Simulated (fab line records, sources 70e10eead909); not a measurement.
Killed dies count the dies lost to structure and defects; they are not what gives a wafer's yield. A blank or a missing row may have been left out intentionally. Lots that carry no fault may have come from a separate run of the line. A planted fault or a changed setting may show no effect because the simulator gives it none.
fab line records	flow nandHarc
[record] lots = 24	wafers = 72	lastDay = 33
route steps=1302 shown A_CONTACT@1045
lots untouched by any fault: they come from a run of this same line in which no faults occurred
startH: the number of hours between the record's first day and the start of the first shown wafer of the lot	waitH: time in hours since the lot's previous step	" repeats the value in the row above	L1.1+2: a row that stands for several wafers	- value missing, or start not given	* or withheld: withheld	< > ~ a bound
route shown NAME@n: a module of which the file shows steps, and the number in the route of the first	usual: mean/standard deviation of fault-free wafers	same: alike in all rows	chamber/n: place in a boat	sites: each site's reading	_std_site: standard deviation of those values	_edge_site: the outer-site mean with the inner-site mean subtracted	radiusMm: for every site, how far away it sits from the centre of the wafer	mask NAME#n: copy n	behind: tool/chamber where the wafer was last shaped	hold: cause of the lot's hold/its duration in hours/its outcome	device: whichever transistor did not switch (one of n, p or np)	end of line: the tests these same wafers got at the end of their route	a step with no rows: only its recipe	killed: count of dies lost to structure and defects at first sort (not the wafer's yield)	map: dies across one wafer; x = killed, . = not, _ = none there
set.NAME: the run value of the setting; set.NAME@STEP: its run value at that earlier step	model.NAME: the simulator's own value behind a step, which no gauge read
the route's steps for a sample of lots (tables are steps, rows are wafers)
services: from which hour (startH, from the record's first day; less than 0 if before it) a tool's chamber was out of use, for how many hours, and why
[[steps]]
[step NHARC_A_CONTACT_ETCH_77]
[recipe] targetDepthA = 1089	timeS = 54.5	cf4FlowSccm = 100	chf3FlowSccm = 30	arFlowSccm = 0	rfW = 500	biasW = 200	chemistry = CF4/CHF3
[usual] chf3FlowSccm = 30.01/0.083	drypumpMotorCurrentA = 5.7/0.54	oesProductAu = 0.938/0.021	rfVppV = 370.8/2.1	showerheadPlenumPTorr = 1.58/0.056	throttleValvePct = 16.802/0.0091
lot.wafer	tool	chamber	startH	waitH	chf3FlowSccm	drypumpMotorCurrentA	oesProductAu	rfHoursCounterH	rfVppV	showerheadPlenumPTorr	throttleValvePct
L074.3	rieDiel-09	2	-	-	30.08	5.1	0.917	30	368.6	1.55	16.806
L074.4	"	0	"	"	30.14	6.4	0.926	28	371.9	1.63	16.811
L074.6	"	2	"	"	30.14	5.1	0.922	-	367.9	1.55	16.812
L075.4	rieDiel-09	0	-	-	30.09	6.4	0.968	1	372.2	1.63	16.825
L075.3	"	2	"	"	30.04	5.1	0.958	0	370.7	1.55	16.786
L075.5	"	0	"	"	30.11	6.4	0.965	-	372.6	1.63	16.776
L076.4	rieDiel-09	3	-	-	29.86	5.4	0.925	1	371.1	1.62	16.796
L076.5	"	3	"	"	29.98	5.4	0.917	-	372.9	1.62	16.795
L076.6	"	0	"	"	30.03	6.3	0.922	-	372.2	1.63	16.806
L077.1	rieDiel-09	2	-	-	30.01	5.1	0.957	2	369.7	1.55	16.820
L077.2	"	3	"	"	30.17	5.4	0.969	2	370.6	1.62	16.801
L077.4	"	1	"	"	29.99	6.5	0.963	3	370.0	1.54	16.810
L078.4	rieDiel-09	3	-	-	30.07	5.4	0.967	3	372.1	1.62	16.800
L078.2	"	0	"	"	30.04	6.3	0.969	5	372.9	1.63	16.797
L078.6	"	0	"	"	29.96	6.4	0.968	-	373.2	1.63	16.797
L080.4	rieDiel-09	2	-	-	30.14	5.1	0.931	6	368.7	1.54	16.806
L080.1	"	3	"	"	30.10	5.5	0.931	6	371.1	1.62	16.813
L080.5	"	2	"	"	30.05	5.1	0.926	-	369.7	1.55	16.801
L079.1	rieDiel-04	0	-	-	30.07	5.8	0.928	5	370.9	1.56	16.805
L079.3	"	3	"	"	29.96	5.3	0.972	1	371.2	1.61	16.805
L079.5	"	1	"	"	29.92	4.8	0.958	-	368.2	1.49	16.791
L081.2	rieDiel-08	0	-	-	29.85	5.3	0.964	4	373.1	1.65	16.808
L081.4	"	1	"	"	29.89	6.0	0.968	5	375.1	1.68	16.808
L081.1	"	2	"	"	30.09	5.4	0.979	3	368.5	1.50	16.793
L082.1	rieDiel-09	2	-	-	29.93	5.1	0.926	13	369.7	1.54	16.801
L082.6	"	3	"	"	29.93	5.4	0.922	-	373.8	1.62	16.802
L082.4	"	2	"	"	29.93	5.1	0.915	-	369.4	1.54	16.806
L083.1	rieDiel-09	3	589.68	0.4	29.90	5.4	0.918	14	371.8	1.62	16.804
L083.4	"	3	"	"	29.86	5.4	0.924	-	371.8	1.62	16.801
L083.6	"	3	"	"	29.97	5.5	0.916	-	371.3	1.62	16.826
L084.1	rieDiel-09	3	-	-	29.88	5.5	0.939	15	372.4	1.62	16.791
L084.5	"	0	"	"	29.82	6.3	0.942	-	372.7	1.62	16.820
L084.6	"	2	"	"	29.98	5.1	0.925	-	370.0	1.54	16.812
L086.4	rieDiel-08	1	-	-	30.17	6.0	0.922	16	373.7	1.68	16.796
L086.3	"	2	"	"	29.96	5.4	0.928	15	366.3	1.50	16.793
L086.6	"	1	"	"	30.02	6.0	0.917	-	375.0	1.68	16.782
L085.1	rieDiel-09	0	-	-	30.14	6.4	0.924	16	372.8	1.62	16.803
L085.3	"	1	"	"	30.05	6.6	0.929	16	370.7	1.53	16.786
L085.5	"	1	"	"	30.07	6.6	0.916	-	370.3	1.53	16.801
L089.3	rieDiel-08	0	-	-	29.88	5.3	0.926	22	372.2	1.65	16.788
L089.2	"	3	"	"	30.03	5.7	0.911	23	368.7	1.52	16.793
L089.5	"	0	"	"	29.92	5.3	0.923	-	373.8	1.65	16.812
L087.4	rieDiel-08	3	-	-	30.11	5.7	0.956	25	368.7	1.52	16.806
L087.2	"	1	"	"	30.11	6.0	0.967	25	374.1	1.68	16.800
L087.6	"	2	"	"	29.96	5.4	0.991	-	367.1	1.49	16.805
L088.2	rieDiel-08	0	-	-	30.10	5.3	0.931	25	372.4	1.65	16.796
L088.6	"	3	"	"	30.01	5.7	0.927	-	367.6	1.52	16.796
L088.5	"	0	"	"	30.01	5.3	0.922	-	372.7	1.65	16.810
L091.3	rieDiel-09	1	-	-	29.92	6.6	0.931	22	368.7	1.53	16.787
L091.2	"	0	"	"	29.96	6.4	0.916	21	371.7	1.62	16.817
L091.5	"	2	"	"	29.93	5.1	0.921	-	368.3	1.54	16.790
L090.2	rieDiel-04	2	-	-	30.12	5.8	0.925	45	373.1	1.65	16.802
L090.1	"	3	"	"	30.01	5.3	0.914	39	371.0	1.60	16.806
L090.6	"	3	"	"	29.99	5.3	0.922	-	370.5	1.60	16.791
L094.1	rieDiel-09	1	-	-	30.01	6.6	0.965	1	369.0	1.53	16.812
L094.4	"	3	"	"	30.03	5.4	0.960	1	372.7	1.62	16.804
L094.3	"	0	"	"	30.05	6.4	0.967	1	372.3	1.62	16.791
L092.4	rieDiel-09	3	-	-	30.08	5.4	0.973	2	372.5	1.62	16.807
L092.6	"	2	"	"	29.91	5.1	0.965	-	369.6	1.54	16.798
L092.5	"	3	"	"	29.98	5.4	0.976	-	371.6	1.62	16.799
L093.4	rieDiel-09	0	-	-	29.90	6.4	0.903	3	372.9	1.62	16.799
L093.6	"	0	"	"	29.96	6.3	0.918	-	371.7	1.62	16.804
L093.5	"	1	"	"	29.97	6.5	0.914	-	368.4	1.53	16.807
L095.2	rieDiel-08	2	-	-	30.06	5.4	0.935	46	367.6	1.49	16.815
L095.1	"	0	"	"	30.04	5.3	0.925	42	372.9	1.64	16.811
L095.6	"	3	"	"	30.07	5.7	0.938	-	370.1	1.51	16.801
L096.2	rieDiel-09	1	-	-	29.95	6.5	0.950	4	369.3	1.53	16.812
L096.5	"	1	"	"	29.97	6.5	0.960	-	369.9	1.53	16.806
L096.6	"	2	"	"	30.01	5.1	0.958	-	368.9	1.54	16.820
L097.1	rieDiel-09	1	-	-	29.93	6.5	0.916	7	370.0	1.53	16.799
L097.2	"	3	"	"	29.93	5.4	0.931	9	374.3	1.62	16.807
L097.5	"	1	"	"	30.06	6.5	0.921	-	369.5	1.53	16.811
[step NHARC_A_CONTACT_ETCH_91]
[recipe] targetDepthA = 400	overEtchFrac = 0.5	timeS = 85.7	ionEnergyEv = 120	ch3fFlowSccm = 50	o2FlowSccm = 30	arFlowSccm = 200	rfW = 500	biasW = 100	chemistry = CH3F/O2
[usual] drypumpMotorCurrentA = 5.7/0.52	oesProductAu = 0.936/0.025	rfVppV = 244.5/1.6	showerheadPlenumPTorr = 2.47/0.098	throttleValvePct = 20.663/0.0089
lot.wafer	tool	chamber	startH	waitH	drypumpMotorCurrentA	oesProductAu	rfHoursCounterH	rfVppV	showerheadPlenumPTorr	throttleValvePct
L074.3	rieDiel-09	3	496.90	0.7	5.5	0.936	30	246.5	2.54	20.670
L074.4	"	0	"	"	6.4	0.928	28	244.9	2.54	20.668
L074.6	"	1	"	"	6.5	0.928	-	243.4	2.40	20.640
L075.4	rieDiel-08	2	516.20	0.5	5.5	0.931	45	243.5	2.34	20.653
L075.3	"	1	"	"	6.0	0.921	42	247.7	2.64	20.650
L075.5	"	2	"	"	5.4	0.924	-	242.1	2.34	20.681
L076.4	rieDiel-09	1	519.44	0.6	6.6	0.932	3	244.3	2.40	20.651
L076.5	"	0	"	"	6.3	0.935	-	246.3	2.54	20.661
L076.6	"	1	"	"	6.6	0.939	-	243.0	2.40	20.659
L077.1	rieDiel-09	1	524.58	0.7	6.6	0.944	4	242.8	2.40	20.662
L077.4	"	2	"	"	5.1	0.910	3	243.3	2.41	20.669
L077.2	"	0	"	"	6.4	0.922	4	245.8	2.54	20.660
L078.2	rieDiel-09	3	538.30	0.7	5.5	0.932	4	245.0	2.54	20.663
L078.4	"	2	"	"	5.1	0.926	4	244.5	2.41	20.647
L078.6	"	3	"	"	5.4	0.939	-	246.0	2.54	20.655
L080.1	rieDiel-09	2	549.63	0.7	5.1	0.919	7	243.9	2.41	20.668
L080.4	"	3	"	"	5.5	0.936	7	245.6	2.54	20.672
L080.5	"	1	"	"	6.6	0.922	-	242.6	2.40	20.668
L079.3	rieDiel-04	1	555.14	0.5	4.8	0.915	4	243.2	2.33	20.674
L079.1	"	3	"	"	5.3	0.929	2	244.9	2.52	20.653
L079.5	"	1	"	"	4.8	0.921	-	243.2	2.33	20.665
L081.2	rieDiel-09	2	568.61	0.8	5.1	0.922	9	244.5	2.41	20.659
L081.1	"	3	"	"	5.5	0.929	9	245.1	2.54	20.663
L081.4	"	0	"	"	6.4	0.916	11	246.3	2.54	20.670
L082.1	rieDiel-08	3	590.66	0.9	5.7	1.006	11	243.9	2.38	20.657
L082.6	"	1	"	"	6.0	1.001	-	246.2	2.63	20.661
L082.4	"	3	"	"	5.7	1.008	-	243.0	2.38	20.656
L083.4	rieDiel-04	3	593.74	0.5	5.3	0.955	14	244.1	2.51	20.667
L083.1	"	0	"	"	5.8	0.942	20	244.6	2.44	20.658
L083.6	"	1	"	"	4.8	0.953	-	242.7	2.32	20.663
L084.1	rieDiel-09	3	596.66	0.8	5.4	0.943	16	246.0	2.53	20.678
L084.5	"	2	"	"	5.1	0.930	-	243.7	2.41	20.655
L084.6	"	3	"	"	5.4	0.937	-	245.4	2.53	20.671
L086.4	rieDiel-09	2	609.29	0.6	5.1	0.983	19	242.5	2.41	20.654
L086.3	"	0	"	"	6.4	0.988	16	245.5	2.54	20.671
L086.6	"	3	"	"	5.5	0.995	-	244.1	2.53	20.662
L085.3	rieDiel-09	0	610.69	0.6	6.4	0.932	16	245.6	2.54	20.667
L085.1	"	2	"	"	5.1	0.925	19	243.5	2.41	20.667
L085.5	"	0	"	"	6.4	0.929	-	244.5	2.54	20.670
L089.2	rieDiel-08	1	631.50	0.7	6.0	0.917	25	248.3	2.63	20.658
L089.3	"	0	"	"	5.3	0.923	23	245.5	2.58	20.663
L089.5	"	1	"	"	6.0	0.915	-	245.5	2.63	20.663
L087.2	rieDiel-08	1	638.11	0.9	6.0	0.917	27	246.8	2.63	20.678
L087.4	"	3	"	"	5.7	0.922	27	243.3	2.37	20.671
L087.6	"	1	"	"	6.0	0.922	-	245.6	2.63	20.669
L088.2	rieDiel-09	0	639.00	0.8	6.4	0.920	19	246.3	2.54	20.669
L088.5	"	2	"	"	5.1	0.924	-	243.9	2.41	20.687
L088.6	"	3	"	"	5.4	0.929	-	245.1	2.53	20.658
L091.3	rieDiel-08	3	664.41	0.6	5.7	1.005	36	241.6	2.37	20.650
L091.2	"	0	"	"	5.3	0.998	31	246.9	2.57	20.675
L091.5	"	2	"	"	5.4	1.002	-	242.7	2.33	20.669
L090.2	rieDiel-04	3	678.85	0.9	5.2	0.920	40	243.7	2.50	20.676
L090.1	"	0	"	"	5.8	0.934	52	244.4	2.42	20.662
L090.6	"	1	"	"	4.8	0.933	-	242.7	2.31	20.669
L094.4	rieDiel-08	0	696.98	0.6	5.3	0.916	41	245.1	2.57	20.656
L094.1	"	2	"	"	5.4	0.923	45	242.6	2.32	20.652
L094.3	"	3	"	"	5.7	0.921	46	244.7	2.36	20.652
L092.4	rieDiel-09	0	700.25	0.5	6.4	0.929	4	244.4	2.53	20.665
L092.5	"	2	"	"	5.1	0.929	-	243.5	2.40	20.659
L092.6	"	3	"	"	5.4	0.923	-	244.9	2.53	20.680
L093.4	rieDiel-08	2	702.05	0.7	5.4	0.922	45	241.2	2.32	20.663
L093.6	"	3	"	"	5.7	0.930	-	243.4	2.36	20.670
L093.5	"	0	"	"	5.3	0.928	-	245.5	2.57	20.652
L095.2	rieDiel-08	1	707.54	0.7	6.0	0.929	50	246.2	2.62	20.660
L095.1	"	3	"	"	5.7	0.939	49	243.4	2.36	20.653
L095.6	"	1	"	"	6.0	0.919	-	246.3	2.62	20.673
L096.2	rieDiel-09	0	708.78	0.7	6.3	0.912	6	246.4	2.53	20.665
L096.5	"	3	"	"	5.4	0.921	-	245.6	2.53	20.659
L096.6	"	0	"	"	6.4	0.908	-	245.3	2.53	20.668
L097.2	rieDiel-09	2	729.55	0.7	5.1	0.931	9	243.3	2.40	20.669
L097.1	"	3	"	"	5.4	0.928	10	245.4	2.53	20.654
L097.5	"	2	"	"	5.1	0.931	-	243.8	2.40	20.652
[step NHARC_A_CONTACT_STRIP_82]
[recipe] o2FlowSccm = 500	arFlowSccm = 0	biasW = 0	chemistry = O2
[usual] drypumpMotorCurrentA = 5.7/0.54	oesProductAu = 0.998/0.0075	rfVppV = 57.9/0.9	showerheadPlenumPTorr = 3.55/0.12	throttleValvePct = 17.035/0.0088
lot.wafer	tool	chamber	startH	waitH	drypumpMotorCurrentA	oesProductAu	rfHoursCounterH	rfVppV	showerheadPlenumPTorr	throttleValvePct
L074.4	rieDiel-08	2	-	-	5.5	1.007	39	57.7	3.37	17.033
L074.3	"	0	"	"	5.3	1.007	38	59.3	3.72	17.048
L074.6	"	1	"	"	6.0	0.992	-	59.9	3.79	17.030
L075.4	rieDiel-08	1	-	-	6.0	0.990	42	59.6	3.78	17.023
L075.3	"	2	"	"	5.4	1.009	45	58.7	3.37	17.029
L075.5	"	1	"	"	6.0	0.989	-	57.8	3.78	17.037
L076.4	rieDiel-04	1	-	-	4.8	1.020	46	60.8	3.35	17.039
L076.6	"	2	"	"	5.8	1.005	-	59.4	3.73	17.040
L076.5	"	3	"	"	5.3	1.017	-	58.0	3.61	17.038
L077.2	rieDiel-09	1	-	-	6.6	1.005	4	59.3	3.44	17.044
L077.1	"	2	"	"	5.1	0.991	3	55.8	3.47	17.027
L077.4	"	3	"	"	5.4	0.998	3	57.9	3.64	17.033
L078.2	rieDiel-09	3	-	-	5.4	1.006	4	57.9	3.64	17.031
L078.4	"	2	"	"	5.1	1.003	5	57.3	3.47	17.024
L078.6	"	3	"	"	5.5	1.001	-	57.7	3.64	17.027
L080.1	rieDiel-09	1	-	-	6.5	1.004	9	56.6	3.44	17.040
L080.4	"	3	"	"	5.4	1.001	7	58.6	3.64	17.038
L080.5	"	0	"	"	6.3	0.994	-	57.6	3.64	17.032
L079.1	rieDiel-09	2	-	-	5.1	0.983	8	58.0	3.46	17.038
L079.3	"	3	"	"	5.5	1.004	8	56.4	3.64	17.021
L079.5	"	2	"	"	5.1	0.997	-	58.2	3.46	17.040
L081.4	rieDiel-09	0	-	-	6.4	0.990	11	57.5	3.64	17.044
L081.2	"	2	"	"	5.1	0.985	9	59.0	3.46	17.043
L081.1	"	3	"	"	5.4	0.997	9	58.8	3.64	17.029
L082.1	rieDiel-09	2	591.43	0.1	5.1	0.995	15	57.6	3.46	17.025
L082.4	"	3	"	"	5.4	0.999	-	57.7	3.63	17.045
L082.6	"	2	"	"	5.1	0.999	-	58.8	3.46	17.037
L083.4	rieDiel-04	1	-	-	4.8	1.007	18	57.2	3.34	17.042
L083.1	"	3	"	"	5.3	1.001	14	57.1	3.60	17.032
L083.6	"	1	"	"	4.8	1.000	-	58.6	3.34	17.035
L084.1	rieDiel-08	2	-	-	5.4	1.015	13	57.9	3.36	17.047
L084.5	"	0	"	"	5.3	1.004	-	58.2	3.70	17.023
L084.6	"	1	"	"	6.0	1.004	-	57.8	3.77	17.026
L086.4	rieDiel-04	3	-	-	5.3	1.006	17	56.7	3.60	17.037
L086.3	"	1	"	"	4.8	0.997	23	58.4	3.34	17.038
L086.6	"	3	"	"	5.3	0.999	-	56.7	3.60	17.038
L085.3	rieDiel-09	2	-	-	5.1	0.983	19	58.0	3.46	17.039
L085.1	"	3	"	"	5.4	1.002	19	58.2	3.63	17.042
L085.5	"	0	"	"	6.4	1.001	-	58.5	3.64	17.024
L089.3	rieDiel-08	3	-	-	5.7	0.984	25	57.4	3.41	17.032
L089.2	"	1	"	"	6.0	0.990	25	57.9	3.76	17.024
L089.5	"	3	"	"	5.7	0.999	-	57.1	3.41	17.044
L087.4	rieDiel-09	1	-	-	6.6	1.002	20	56.3	3.43	17.047
L087.2	"	3	"	"	5.5	0.993	23	58.5	3.63	17.029
L087.6	"	1	"	"	6.6	0.999	-	57.9	3.44	17.032
L088.2	rieDiel-09	0	-	-	6.4	1.001	19	57.9	3.64	17.038
L088.5	"	2	"	"	5.1	1.000	-	59.3	3.46	17.026
L088.6	"	3	"	"	5.5	1.001	-	57.4	3.63	17.035
L091.2	rieDiel-09	3	-	-	5.5	0.996	26	57.9	3.63	17.048
L091.3	"	0	"	"	6.4	0.984	22	58.7	3.64	17.029
L091.5	"	3	"	"	5.4	1.001	-	58.2	3.63	17.039
L090.1	rieDiel-04	2	-	-	5.8	1.001	47	58.8	3.70	17.043
L090.2	"	3	"	"	5.3	0.990	40	57.2	3.59	17.035
L090.6	"	3	"	"	5.4	0.992	-	56.8	3.59	17.025
L094.1	rieDiel-08	3	-	-	5.7	1.007	46	58.6	3.40	17.038
L094.3	"	1	"	"	6.0	0.993	48	56.9	3.75	17.035
L094.4	"	2	"	"	5.4	0.997	45	57.3	3.34	17.033
L092.4	rieDiel-09	3	-	-	5.5	0.996	4	57.3	3.63	17.040
L092.6	"	2	"	"	5.1	0.991	-	56.7	3.45	17.034
L092.5	"	3	"	"	5.4	1.000	-	58.0	3.63	17.031
L093.4	rieDiel-09	0	-	-	6.4	0.998	4	58.1	3.63	17.016
L093.5	"	1	"	"	6.5	0.985	-	57.4	3.43	17.041
L093.6	"	2	"	"	5.1	0.999	-	57.7	3.45	17.047
L096.2	rieDiel-09	3	-	-	5.4	1.002	6	58.0	3.62	17.045
L096.5	"	3	"	"	5.4	0.996	-	57.8	3.62	17.050
L096.6	"	0	"	"	6.4	0.983	-	57.7	3.63	17.035
L095.1	rieDiel-09	2	-	-	5.1	0.994	5	58.1	3.45	17.041
L095.2	"	3	"	"	5.5	1.006	6	56.8	3.62	17.031
L095.6	"	3	"	"	5.4	1.001	-	59.9	3.62	17.030
L097.2	rieDiel-09	1	-	-	6.6	0.984	8	56.7	3.43	17.035
L097.1	"	0	"	"	6.4	0.990	10	58.0	3.63	17.035
L097.5	"	1	"	"	6.6	0.985	-	57.4	3.43	17.033
[step NHARC_A_CONTACT_ETCH_134]
[recipe] sourceW = withheld	pressureMtorr = 20	biasV = withheld	timeS = 140	targetDepthA = 7000	arFlowSccm = withheld	c4f8FlowSccm = withheld	o2FlowSccm = withheld	chemistry = C4F8/O2/Ar
lot.wafer	tool	chamber	startH	waitH	rfHoursCounterH
L074.4	harCapEtch-02	0	504.22	-	-
L074.3	"	1	"	"	-
L074.6	"	0	"	"	-
L075.4	harCapEtch-02	0	521.66	-	-
L075.3	"	1	"	"	-
L075.5	"	1	"	"	-
L076.4	harCapEtch-01	0	524.67	-	-
L076.6	"	1	"	"	-
L076.5	"	0	"	"	-
L077.1	harCapEtch-03	0	529.41	-	46
L077.2	"	1	"	"	46
L077.4	"	0	"	"	-
L078.2	harCapEtch-02	0	544.75	-	95
L078.4	"	0	"	"	-
L078.6	"	1	"	"	-
L080.1	harCapEtch-01	0	558.28	-	7
L080.4	"	0	"	"	-
L080.5	"	0	"	"	-
L079.1	harCapEtch-02	0	562.61	-	99
L079.3	"	1	"	"	-
L079.5	"	1	"	"	-
L081.2	harCapEtch-02	1	573.52	-	100
L081.1	"	0	"	"	100
L081.4	"	1	"	"	-
L082.1	harCapEtch-02	0	599.94	-	105
L082.4	"	0	"	"	-
L082.6	"	0	"	"	-
L083.1	harCapEtch-01	0	601.26	-	15
L083.4	"	1	"	"	-
L083.6	"	1	"	"	-
L084.1	harCapEtch-03	0	603.49	-	60
L084.5	"	1	"	"	-
L084.6	"	0	"	"	-
L086.4	harCapEtch-03	1	614.31	-	-
L086.3	"	0	"	"	-
L086.6	"	0	"	"	-
L085.1	harCapEtch-02	0	616.85	-	108
L085.3	"	1	"	"	-
L085.5	"	1	"	"	-
L089.2	harCapEtch-01	0	637.50	-	22
L089.3	"	0	"	"	-
L089.5	"	0	"	"	-
L087.2	harCapEtch-03	1	644.72	-	67
L087.4	"	1	"	"	-
L087.6	"	1	"	"	-
L088.2	harCapEtch-02	1	645.60	-	114
L088.6	"	0	"	"	-
L088.5	"	1	"	"	-
L091.2	harCapEtch-01	1	669.21	-	26
L091.3	"	1	"	"	-
L091.5	"	0	"	"	-
L090.1	harCapEtch-03	1	685.22	-	72
L090.2	"	0	"	"	72
L090.6	"	0	"	"	-
L094.1	harCapEtch-01	1	701.96	-	32
L094.4	"	0	"	"	-
L094.3	"	1	"	"	-
L092.4	harCapEtch-01	0	706.66	-	-
L092.5	"	1	"	"	-
L092.6	"	0	"	"	-
L093.4	harCapEtch-03	0	707.41	-	-
L093.6	"	0	"	"	-
L093.5	"	1	"	"	-
L096.2	harCapEtch-01	0	714.14	-	34
L096.6	"	1	"	"	-
L096.5	"	0	"	"	-
L095.1	harCapEtch-01	1	720.93	-	36
L095.2	"	0	"	"	36
L095.6	"	0	"	"	-
L097.1	harCapEtch-01	0	734.73	-	37
L097.2	"	1	"	"	37
L097.5	"	0	"	"	-
[step NHARC_A_CONTACT_ETCH_136]
[recipe] sourceW = withheld	pressureMtorr = 20	biasV = 1200	timeS = 311	targetDepthA = 19120	arFlowSccm = withheld	c4f8FlowSccm = withheld	o2FlowSccm = withheld	chemistry = C4F8/O2/Ar
lot.wafer	tool	chamber	startH	waitH	rfHoursCounterH
L074.4	harCapEtch-02	0	504.79	0.3	-
L074.3	"	1	"	"	-
L074.6	"	0	"	"	-
L075.4	harCapEtch-02	0	522.15	0.2	-
L075.3	"	1	"	"	-
L075.5	"	1	"	"	-
L076.4	harCapEtch-01	0	525.17	0.2	-
L076.6	"	1	"	"	-
L076.5	"	0	"	"	-
L077.1	harCapEtch-03	0	529.90	0.2	47
L077.2	"	1	"	"	47
L077.4	"	0	"	"	-
L078.2	harCapEtch-02	0	545.23	0.2	96
L078.4	"	0	"	"	-
L078.6	"	1	"	"	-
L080.1	harCapEtch-01	0	558.76	0.2	8
L080.4	"	0	"	"	-
L080.5	"	0	"	"	-
L079.1	harCapEtch-02	0	563.08	0.2	99
L079.3	"	1	"	"	-
L079.5	"	1	"	"	-
L081.2	harCapEtch-02	1	573.99	0.2	100
L081.1	"	0	"	"	100
L081.4	"	1	"	"	-
L082.1	harCapEtch-02	0	600.58	0.3	106
L082.4	"	0	"	"	-
L082.6	"	0	"	"	-
L083.1	harCapEtch-01	0	601.90	0.3	15
L083.4	"	1	"	"	-
L083.6	"	1	"	"	-
L084.1	harCapEtch-03	0	603.98	0.2	61
L084.5	"	1	"	"	-
L084.6	"	0	"	"	-
L086.4	harCapEtch-03	1	614.80	0.2	-
L086.3	"	0	"	"	-
L086.6	"	0	"	"	-
L085.1	harCapEtch-02	0	617.34	0.2	109
L085.3	"	1	"	"	-
L085.5	"	1	"	"	-
L089.2	harCapEtch-01	0	637.98	0.2	22
L089.3	"	0	"	"	-
L089.5	"	0	"	"	-
L087.2	harCapEtch-03	1	645.38	0.3	67
L087.4	"	1	"	"	-
L087.6	"	1	"	"	-
L088.2	harCapEtch-02	1	646.09	0.2	114
L088.6	"	0	"	"	-
L088.5	"	1	"	"	-
L091.2	harCapEtch-01	1	669.68	0.2	26
L091.3	"	1	"	"	-
L091.5	"	0	"	"	-
L090.1	harCapEtch-03	1	685.85	0.3	72
L090.2	"	0	"	"	72
L090.6	"	0	"	"	-
L094.1	harCapEtch-01	1	702.44	0.2	32
L094.4	"	0	"	"	-
L094.3	"	1	"	"	-
L092.4	harCapEtch-01	0	707.17	0.2	-
L092.5	"	1	"	"	-
L092.6	"	0	"	"	-
L093.4	harCapEtch-03	0	707.90	0.2	-
L093.6	"	0	"	"	-
L093.5	"	1	"	"	-
L096.2	harCapEtch-01	0	714.62	0.2	35
L096.6	"	1	"	"	-
L096.5	"	0	"	"	-
L095.1	harCapEtch-01	1	721.39	0.2	36
L095.2	"	0	"	"	36
L095.6	"	0	"	"	-
L097.1	harCapEtch-01	0	735.20	0.2	37
L097.2	"	1	"	"	37
L097.5	"	0	"	"	-
[step NHARC_A_CONTACT_ETCH_138]
[recipe] sourceW = withheld	pressureMtorr = 20	biasV = 1200	timeS = 311	targetDepthA = 19140	arFlowSccm = withheld	c4f8FlowSccm = withheld	o2FlowSccm = withheld	chemistry = C4F8/O2/Ar
lot.wafer	tool	chamber	startH	waitH	rfHoursCounterH
L074.4	harCapEtch-02	0	505.52	0.3	-
L074.3	"	1	"	"	-
L074.6	"	0	"	"	-
L075.4	harCapEtch-02	0	522.69	0.2	-
L075.3	"	1	"	"	-
L075.5	"	1	"	"	-
L076.4	harCapEtch-01	0	525.71	0.2	-
L076.6	"	1	"	"	-
L076.5	"	0	"	"	-
L077.1	harCapEtch-03	0	530.44	0.2	47
L077.2	"	1	"	"	47
L077.4	"	0	"	"	-
L078.2	harCapEtch-02	0	545.77	0.2	96
L078.4	"	0	"	"	-
L078.6	"	1	"	"	-
L080.1	harCapEtch-01	0	559.31	0.2	8
L080.4	"	0	"	"	-
L080.5	"	0	"	"	-
L079.1	harCapEtch-02	0	563.62	0.2	99
L079.3	"	1	"	"	-
L079.5	"	1	"	"	-
L081.2	harCapEtch-02	1	574.53	0.2	101
L081.1	"	0	"	"	101
L081.4	"	1	"	"	-
L082.1	harCapEtch-02	0	601.32	0.3	106
L082.4	"	0	"	"	-
L082.6	"	0	"	"	-
L083.1	harCapEtch-01	0	602.62	0.3	16
L083.4	"	1	"	"	-
L083.6	"	1	"	"	-
L084.1	harCapEtch-03	0	604.52	0.2	61
L084.5	"	1	"	"	-
L084.6	"	0	"	"	-
L086.4	harCapEtch-03	1	615.34	0.2	-
L086.3	"	0	"	"	-
L086.6	"	0	"	"	-
L085.1	harCapEtch-02	0	617.88	0.2	109
L085.3	"	1	"	"	-
L085.5	"	1	"	"	-
L089.2	harCapEtch-01	0	638.52	0.2	23
L089.3	"	0	"	"	-
L089.5	"	0	"	"	-
L087.2	harCapEtch-03	1	646.10	0.3	68
L087.4	"	1	"	"	-
L087.6	"	1	"	"	-
L088.2	harCapEtch-02	1	646.63	0.2	115
L088.6	"	0	"	"	-
L088.5	"	1	"	"	-
L091.2	harCapEtch-01	1	670.22	0.2	27
L091.3	"	1	"	"	-
L091.5	"	0	"	"	-
L090.1	harCapEtch-03	1	686.57	0.3	73
L090.2	"	0	"	"	73
L090.6	"	0	"	"	-
L094.1	harCapEtch-01	1	702.99	0.2	33
L094.4	"	0	"	"	-
L094.3	"	1	"	"	-
L092.4	harCapEtch-01	0	707.71	0.2	-
L092.5	"	1	"	"	-
L092.6	"	0	"	"	-
L093.4	harCapEtch-03	0	708.45	0.2	-
L093.6	"	0	"	"	-
L093.5	"	1	"	"	-
L096.2	harCapEtch-01	0	715.17	0.2	35
L096.6	"	1	"	"	-
L096.5	"	0	"	"	-
L095.1	harCapEtch-01	1	721.94	0.2	37
L095.2	"	0	"	"	37
L095.6	"	0	"	"	-
L097.1	harCapEtch-01	0	735.74	0.2	38
L097.2	"	1	"	"	38
L097.5	"	0	"	"	-
[[services]]
tool	chamber	startH	hours	kind
rieDiel-09	0	476.55	-	clean
rieDiel-09	1	476.55	-	clean
rieDiel-09	2	476.55	-	clean
rieDiel-09	3	476.55	-	clean
harCapEtch-01	-	497.00	17.0	pm
rieDiel-09	2	497.25	9.1	repair
rieDiel-09	-	497.34	9.0	pm
rieDiel-09	0	497.34	9.0	ventCycle
rieDiel-04	-	533.20	9.0	pm
rieDiel-04	2	556.72	1.8	repair
rieDiel-09	0	581.81	9.6	repair
rieDiel-09	1	587.72	7.1	repair
rieDiel-08	0	589.91	4.2	repair
harCapEtch-03	-	615.84	2.5	repair
rieDiel-08	0	648.43	6.6	repair
harCapEtch-03	-	672.17	0.1	repair
harCapEtch-02	-	672.76	0.7	repair
rieDiel-09	-	674.34	9.0	pm
rieDiel-04	-	682.47	1.1	repair
rieDiel-04	3	695.41	1.6	repair
harCapEtch-01	-	698.50	0.9	repair
rieDiel-04	-	710.20	9.0	pm
rieDiel-08	0	721.57	8.7	repair
rieDiel-08	-	721.93	9.0	pm
[[key]]
fault none
